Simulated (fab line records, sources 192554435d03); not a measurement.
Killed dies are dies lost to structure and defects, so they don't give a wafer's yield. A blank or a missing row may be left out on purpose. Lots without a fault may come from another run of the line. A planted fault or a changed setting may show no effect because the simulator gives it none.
Chamber matching | flow n5_finfet | N5_FIN_SAQP_SPACER2_ALD_28 on ald_sin-03: 4 sister chambers
The step deposits SiO2, target thk 8.1 nm, pulse time 1 s, purge time 2 s. 18 wafers are shown with their chamber, then 9 later ones without.

WAFERS WITH THEIR CHAMBER
wafer  | chamber | heater_power_outer_w (W) | heater_power_w (W) | precursor_pulse_height_rel
L078.2 | 1       | 366                      | 614                | 1.005
L078.4 | 0       | 284                      | 539                | 1.011
L078.6 | 2       | 306                      | 549                | 0.975
L081.1 | 2       | 316                      | 573                | 0.979
L081.4 | 3       | 283                      | 465                | 0.959
L081.5 | 2       | 312                      | 569                | 0.974
L082.1 | 1       | 352                      | 591                | 1.018
L082.5 | 1       | 362                      | 617                | 0.979
L082.6 | 2       | 309                      | 546                | 1.002
L083.2 | 0       | 290                      | 533                | 1.013
L083.3 | 2       | 315                      | 555                | 0.987
L083.4 | 1       | 355                      | 584                | 1.003
L087.3 | 1       | 362                      | 601                | 0.995
L087.5 | 2       | 310                      | 570                | 1.011
L087.6 | 3       | 279                      | 476                | 1.006
L090.1 | 3       | 288                      | 480                | 1.016
L090.4 | 1       | 356                      | 601                | 1.009
L090.6 | 2       | 321                      | 569                | 1.010

SIGNATURES (means of the wafers above)
reading                    | chamber 0 | chamber 1 | chamber 2 | chamber 3 | scatter within a chamber
heater_power_outer_w       | 287.00    | 358.83    | 312.71    | 283.33    | 5.01
heater_power_w             | 536.00    | 601.33    | 561.57    | 473.67    | 11
precursor_pulse_height_rel | 1.01200   | 1.00150   | 0.99114   | 0.99367   | 0.0176
Rule: a wafer's distance from a chamber is the root of the sum, over the readings, of the square of ((its reading less the chamber's mean) divided by the reading's scatter). The wafer belongs to the nearest chamber; if the next one is less than 2 further off, it can't be placed. The scatter: the root of (the sum of the squares of (reading less its chamber's mean) over the shown wafers, divided by (wafers less chambers)).

WAFERS WITHOUT THEIR CHAMBER
wafer  | heater_power_outer_w (W) | heater_power_w (W) | precursor_pulse_height_rel
L091.1 | 362                      | 609                | 0.988
L091.3 | 310                      | 555                | 1.064
L091.5 | 280                      | 470                | 0.985
L094.2 | 288                      | 526                | 1.019
L094.4 | 306                      | 570                | 0.962
L094.5 | 282                      | 470                | 0.978
L097.2 | 280                      | 475                | 1.030
L097.3 | 359                      | 612                | 0.996
L097.5 | 362                      | 594                | 0.998

WHICH CHAMBER EACH WENT THROUGH
wafer  | from the rows above     | in truth
L091.1 | 1                       | 1
L091.3 | can't be placed: 2 or 0 | 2
L091.5 | 3                       | 3
L094.2 | 0                       | 0
L094.4 | 2                       | 2
L094.5 | 3                       | 3
L097.2 | 3                       | 3
L097.3 | 1                       | 1
L097.5 | 1                       | 1
Placed correctly: 8 of 9. Can't be placed from these rows: 1 (the true chamber is among the candidates in 1). Placed wrongly: 0.
